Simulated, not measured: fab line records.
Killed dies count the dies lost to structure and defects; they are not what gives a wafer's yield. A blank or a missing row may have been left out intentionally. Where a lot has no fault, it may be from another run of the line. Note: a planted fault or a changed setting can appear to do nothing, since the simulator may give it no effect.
Which tool was responsible? || flow n5 finfet || 36 wafers sampled from 12 lots at 1 step of a route of 1938

WHAT THE GAUGES READ, wafer by wafer
N5_BEOL_M0_SAQP_INSPECT_16: inspects for defects (brightfield).
{"lot": "L075", "measured": "day 5 21:23", "on": "defect inspect-01", "raw defect count": "350 360 511"}
{"lot": "L077", "measured": "day 6 02:49", "on": "defect inspect-01", "raw defect count": "478 415 575"}
{"lot": "L079", "measured": "day 6 18:26", "on": "defect inspect-02", "raw defect count": "534 557 448"}
{"lot": "L081", "measured": "day 7 01:16", "on": "defect inspect-02", "raw defect count": "516 552 575"}
{"lot": "L083", "measured": "day 7 17:16", "on": "defect inspect-02", "raw defect count": "574 715 433"}
{"lot": "L086", "measured": "day 8 10:45", "on": "defect inspect-02", "raw defect count": "444 431 359"}
{"lot": "L087", "measured": "day 8 14:13", "on": "defect inspect-01", "raw defect count": "354 641 526"}
{"lot": "L089", "measured": "day 9 06:59", "on": "defect inspect-02", "raw defect count": "546 743 581"}
{"lot": "L091", "measured": "day 9 17:15", "on": "defect inspect-01", "raw defect count": "365 816 448"}
{"lot": "L093", "measured": "day 10 06:34", "on": "defect inspect-02", "raw defect count": "452 538 476"}
{"lot": "L097", "measured": "day 11 04:37", "on": "defect inspect-01", "raw defect count": "339 396 365"}
{"lot": "L096", "measured": "day 11 05:06", "on": "defect inspect-02", "raw defect count": "648 512 576"}

TOOL THAT RAN EACH LOT (tool first, then ch and the chambers of the sampled wafers, then the start)
Record: no process step prior to these readings.

THE ANSWER, worked out from the rows above alone
Rule: the usual values come from the lots themselves. The widest of any qualifying gaps counts: lots, ordered by their means at a reading, are off when they make up no more than a third of the lots, leave a main group of 4 or more, and stand apart from it by 3 or more times the standard deviation of that group's means. Not used: any main group whose means are identical at the precision the tables above print for the reading. Also off: a lot with no number at a reading for which 4 or more lots have one. Any other lot the step has rows for is counted as sound.
Nothing can be told from this: no lot is off at any reading shown.

WHAT THE SIMULATOR PUT IN
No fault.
